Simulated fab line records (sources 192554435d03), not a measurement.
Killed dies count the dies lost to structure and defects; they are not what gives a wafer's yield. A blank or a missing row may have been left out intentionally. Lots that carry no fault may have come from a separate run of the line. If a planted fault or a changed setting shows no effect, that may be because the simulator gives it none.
fab line records | flow n5-finfet | part 2 of 2: steps 5 to 6 of 6
[record] lots = 21 wafers = 63 last-day = 21
route steps=1938 shown BEOL_M13@1674 BEOL_M14@1747
lots untouched by any fault: they come from a run of this same line in which no faults occurred
start-h: start of the lot's first displayed wafer, in hours after the record's first day | wait-h: time in hours since the lot's previous step | " unchanged from the row above | L1.1+2: one row covering several wafers at once | - no value present, or no start provided | * or withheld: withheld | < > ~ a bound
route shown NAME@n: names a module that has steps shown in the file, with the first one's number in the route | usual: mean/standard deviation of fault-free wafers | same: alike in all rows | chamber/n: place in a boat | sites: per-site readings | _std_site: the values' standard deviation | _edge_site: mean of outer sites minus mean of inner sites | radius-mm: for every site, how far away it sits from the centre of the wafer | mask NAME#n: copy n | behind: the most recent tool/chamber to have shaped the wafer | hold: cause of the lot's hold/its duration in hours/its outcome | device: whichever transistor did not switch (one of n, p or np) | end of line: at the end of the route, the tests of the same wafers | for a step that has no rows: nothing shown but its recipe | killed: dies that structure and defects cost at the first sort, which is not the same as the wafer's yield | map: a wafer's dies, x killed, . not, _ none there
set.NAME: the setting the step ran with; set.NAME@STEP: the setting that earlier step ran with | model.NAME: the simulator's own value behind a step, which no gauge read
route steps across a sampled set of lots; one table per step, one row per wafer
services: the hour from which a tool's chamber was out of use, counted from the record's first day as start-h (under 0 if before that day), plus the number of hours and why
[[steps]]
[step N5_BEOL_M14_OVL_MEAS_29]
[recipe] points-per-wafer = 44
[usual] M14_OVL = 2/4.8
// columns lot.wafer tool chamber start-h wait-h M14_OVL[nm]
L076.2 overlay-02 0 347.53 0.0 0
L076.5 " 0 " " 3
L076.6 " 0 " " 1
L074.3 overlay-02 0 351.86 0.0 -7
L074.4 " 0 " " -1
L074.5 " 0 " " -1
L077.2 overlay-02 0 362.65 0.0 -5
L077.3 " 0 " " 4
L077.6 " 0 " " -2
L079.2 overlay-02 0 376.55 0.0 2
L079.3 " 0 " " 3
L079.4 " 0 " " -8
L081.1 overlay-02 0 377.16 0.0 5
L081.2 " 0 " " -1
L081.6 " 0 " " -7
L083.1 overlay-01 0 381.70 0.0 3
L083.2 " 0 " " 8
L083.5 " 0 " " 8
L082.1 overlay-01 0 388.91 0.0 -2
L082.3 " 0 " " 0
L082.6 " 0 " " -4
L085.2 overlay-01 0 391.55 0.0 10
L085.3 " 0 " " -3
L085.6 " 0 " " 2
L084.1 overlay-02 0 402.58 0.0 -3
L084.3 " 0 " " 2
L084.5 " 0 " " -1
L086.3 overlay-02 0 404.13 0.0 -2
L086.5 " 0 " " 6
L086.6 " 0 " " 3
L089.1 overlay-01 0 421.84 0.0 -5
L089.2 " 0 " " 0
L089.5 " 0 " " 13
L091.3 overlay-02 0 423.07 0.0 2
L091.4 " 0 " " 12
L091.6 " 0 " " 3
L087.1 overlay-02 0 428.38 0.0 3
L087.2 " 0 " " 10
L087.6 " 0 " " -1
L090.2 overlay-01 0 431.26 0.0 -1
L090.3 " 0 " " -1
L090.6 " 0 " " -4
L088.1 overlay-02 0 432.83 0.0 3
L088.5 " 0 " " 7
L088.6 " 0 " " 2
L092.3 overlay-01 0 433.04 0.0 -5
L092.5 " 0 " " -5
L092.6 " 0 " " -5
L093.1 overlay-01 0 449.70 0.0 -1
L093.3 " 0 " " 3
L093.6 " 0 " " -2
L094.1 overlay-01 0 458.77 0.0 0
L094.3 " 0 " " -3
L094.4 " 0 " " 7
L095.1 overlay-02 0 466.63 0.0 -1
L095.3 " 0 " " -1
L095.6 " 0 " " 0
L096.1 overlay-02 0 469.69 0.0 6
L096.5 " 0 " " 8
L096.6 " 0 " " 10
L097.2 overlay-02 0 483.61 0.0 4
L097.3 " 0 " " 6
L097.6 " 0 " " 8
[step N5_BEOL_M14_ETCH_67]
[recipe] chemistry = CF4 target = SiARC target-depth-a = 1430 time-s = 238.3 ion-energy-ev = 80 pressure-mtorr = 40 source-w = 545 bias-w = 36 Ar_flow_sccm = 100 cf4-flow-sccm = 100 ends = cleared
[usual] chamber-pressure-mTorr = 40.00/0.041 drypump-motor-current-A = 5.9/0.42 etch-rf-on-time-s = 236/7.3 oes-product-au = 0.69/0.067 rf-fwd-power-W = 542.8/1.6 rf-vpp-V = 184.1/1.1 showerhead-plenum-p-Torr = 2.15/0.055 throttle-valve-pct = 15.53/0.16
// columns lot.wafer tool chamber start-h wait-h chamber-pressure-mTorr drypump-motor-current-A etch-rf-on-time-s oes-product-au rf-fwd-power-W rf-hours-counter-h rf-vpp-V showerhead-plenum-p-Torr throttle-valve-pct
L076.2 rie-diel-01 3 348.00 0.0 39.98 6.4 255 0.57 541.6 237 183.8 2.10 15.51
L076.5 " 0 " " 40.00 6.2 241 0.65 543.2 - 184.6 2.23 15.61
L076.6 " 1 " " 40.00 5.9 237 0.75 543.4 - 184.1 2.10 15.54
L074.3 rie-diel-05 2 351.95 0.0 40.03 5.8 244 0.67 542.6 113 183.8 2.15 15.55
L074.4 " 3 " " 39.99 6.7 232 0.69 541.2 91 187.1 2.24 15.43
L074.5 " 1 " " 39.88 6.2 237 0.70 541.9 - 185.1 2.25 15.72
L077.2 rie-diel-01 0 362.78 0.0 39.95 6.2 239 0.64 543.3 150 184.6 2.23 15.61
L077.3 " 3 " " 40.07 6.4 254 0.57 540.5 242 183.1 2.10 15.53
L077.6 " 3 " " 39.98 6.4 251 0.58 541.7 - 184.2 2.10 15.54
L079.2 rie-diel-01 3 376.64 0.0 39.99 6.4 250 0.57 542.9 250 183.5 2.10 15.53
L079.3 " 0 " " 40.04 6.2 237 0.65 543.2 158 184.7 2.23 15.65
L079.4 " 0 " " 40.07 6.2 238 0.64 545.0 - 185.1 2.23 15.63
L081.1 rie-diel-05 2 377.25 0.0 40.04 5.8 247 0.66 541.6 123 183.9 2.15 15.57
L081.2 " 1 " " 40.02 6.2 240 0.68 543.9 96 185.0 2.25 15.74
L081.6 " 3 " " 40.04 6.7 232 0.68 543.3 - 184.8 2.24 15.44
L083.1 rie-diel-05 0 381.95 0.0 40.00 5.7 235 0.64 542.0 133 185.4 2.22 15.39
L083.2 " 1 " " 40.00 6.2 240 0.67 543.6 98 185.8 2.25 15.73
L083.5 " 1 " " 40.02 6.2 237 0.69 544.6 - 185.2 2.25 15.75
L082.1 rie-diel-01 0 389.48 0.0 40.01 6.2 241 0.62 540.8 166 185.5 2.23 15.67
L082.3 " 1 " " 39.99 5.9 236 0.71 543.7 56 183.8 2.09 15.58
L082.6 " 2 " " 39.97 5.5 233 0.82 542.0 - 183.0 2.10 15.18
L085.2 rie-diel-04 3 391.64 0.0 39.96 5.7 221 0.79 544.1 29 183.7 2.16 15.28
L085.3 " 0 " " 39.97 5.1 227 0.76 543.6 48 182.9 2.08 15.51
L085.6 " 2 " " 40.01 5.7 239 0.62 543.2 - 183.2 2.14 15.63
L084.1 rie-diel-04 2 402.76 0.0 39.96 5.7 241 0.61 540.2 177 183.6 2.14 15.66
L084.3 " 1 " " 40.00 6.3 243 0.69 542.0 86 185.2 2.16 15.62
L084.5 " 1 " " 39.98 6.3 242 0.70 541.9 - 184.0 2.16 15.61
L086.3 rie-diel-04 2 404.22 0.0 40.04 5.7 243 0.61 541.8 178 183.1 2.14 15.65
L086.5 " 3 " " 39.99 5.6 225 0.79 542.7 - 186.5 2.16 15.28
L086.6 " 2 " " 39.95 5.7 240 0.61 542.4 - 183.9 2.14 15.65
L089.1 rie-diel-01 2 421.97 0.0 39.99 5.5 234 0.77 544.6 22 184.4 2.10 15.22
L089.2 " 0 " " 40.02 6.2 241 0.62 542.6 181 184.0 2.22 15.68
L089.5 " 3 " " 39.99 6.4 245 0.81 542.6 - 182.7 2.10 15.10
L091.3 rie-diel-05 1 423.16 0.0 40.01 6.2 237 0.67 543.0 112 183.8 2.24 15.77
L091.4 " 3 " " 39.98 6.7 235 0.66 543.5 116 185.3 2.23 15.46
L091.6 " 3 " " 39.99 6.7 236 0.66 542.8 - 185.0 2.23 15.50
L087.1 rie-diel-04 1 428.47 0.0 40.02 6.3 237 0.71 542.7 95 183.4 2.16 15.62
L087.2 " 3 " " 39.95 5.6 225 0.78 543.2 43 185.8 2.16 15.29
L087.6 " 2 " " 39.98 5.7 242 0.61 539.2 - 183.6 2.14 15.67
L090.2 rie-diel-04 1 431.35 0.0 40.02 6.3 235 0.70 543.9 97 184.7 2.16 15.64
L090.3 " 2 " " 40.07 5.7 238 0.60 541.5 188 184.8 2.14 15.67
L090.6 " 3 " " 39.93 5.7 223 0.77 542.3 - 184.0 2.16 15.30
L088.1 rie-diel-01 1 433.00 0.0 39.96 5.9 239 0.69 543.0 72 183.7 2.09 15.61
L088.5 " 0 " " 40.04 6.2 243 0.61 544.6 - 185.5 2.22 15.70
L088.6 " 1 " " 39.94 5.9 241 0.70 545.0 - 182.8 2.09 15.60
L092.3 rie-diel-04 1 433.42 0.0 39.95 6.3 239 0.70 542.2 98 184.4 2.15 15.63
L092.5 " 2 " " 40.05 5.7 243 0.61 540.6 - 183.4 2.14 15.67
L092.6 " 3 " " 39.99 5.7 226 0.77 545.2 - 185.7 2.16 15.32
L093.1 rie-diel-04 3 449.79 0.0 39.96 5.7 224 0.77 541.6 51 184.4 2.16 15.34
L093.3 " 1 " " 39.98 6.3 240 0.70 543.7 104 184.3 2.15 15.65
L093.6 " 1 " " 39.91 6.3 239 0.69 543.1 - 183.9 2.15 15.64
L094.1 rie-diel-04 0 458.94 0.0 40.08 5.1 230 0.72 543.4 73 182.4 2.07 15.56
L094.3 " 3 " " 39.99 5.7 223 0.76 544.8 54 185.3 2.15 15.32
L094.4 " 2 " " 39.98 5.7 240 0.60 545.9 199 184.8 2.13 15.70
L095.1 rie-diel-01 3 466.73 0.0 39.99 6.4 244 0.78 538.8 19 183.2 2.09 15.13
L095.3 " 0 " " 39.98 6.2 246 0.61 543.2 198 184.4 2.22 15.71
L095.6 " 0 " " 39.99 6.2 241 0.61 541.7 - 183.4 2.22 15.73
L096.1 rie-diel-05 3 469.78 0.0 40.02 6.7 234 0.65 541.9 131 184.9 2.22 15.50
L096.5 " 3 " " 40.04 6.7 234 0.65 541.9 - 185.8 2.22 15.50
L096.6 " 0 " " 39.97 5.7 234 0.63 547.2 - 185.0 2.22 15.44
L097.2 rie-diel-04 1 483.70 0.0 39.94 6.3 242 0.67 544.9 114 184.8 2.15 15.67
L097.3 " 3 " " 39.96 5.6 225 0.75 542.5 60 183.8 2.15 15.34
L097.6 " 0 " " 40.00 5.1 232 0.71 538.6 - 182.7 2.07 15.58
[[services]]
// columns tool chamber start-h hours kind
cmp-01 - 323.84 4.0 pm
rie-diel-04 2 339.41 7.8 repair
rie-diel-06 2 340.34 7.7 repair
cmp-03 - 340.41 4.6 repair
rie-diel-02 1 357.58 23.7 repair
rie-diel-02 - 358.10 0.8 repair
rie-diel-05 0 359.21 8.0 repair
cmp-03 - 372.88 3.3 repair
cmp-01 - 380.94 0.4 repair
rie-diel-02 2 383.25 - clean
cmp-02 - 395.74 0.8 repair
cmp-01 - 410.01 7.3 pm
rie-diel-05 - 410.63 0.9 repair
cmp-01 - 422.39 0.8 repair
cmp-02 - 427.15 0.5 repair
rie-diel-01 3 432.33 4.8 repair
rie-diel-05 1 452.35 1.3 repair
cmp-03 - 454.68 1.9 repair
rie-diel-03 1 455.53 2.6 repair
cmp-01 - 459.46 0.5 repair
cmp-01 - 460.55 7.4 pm
rie-diel-04 3 460.95 2.6 repair
rie-diel-01 2 468.26 16.2 repair
rie-diel-03 2 474.60 14.4 repair
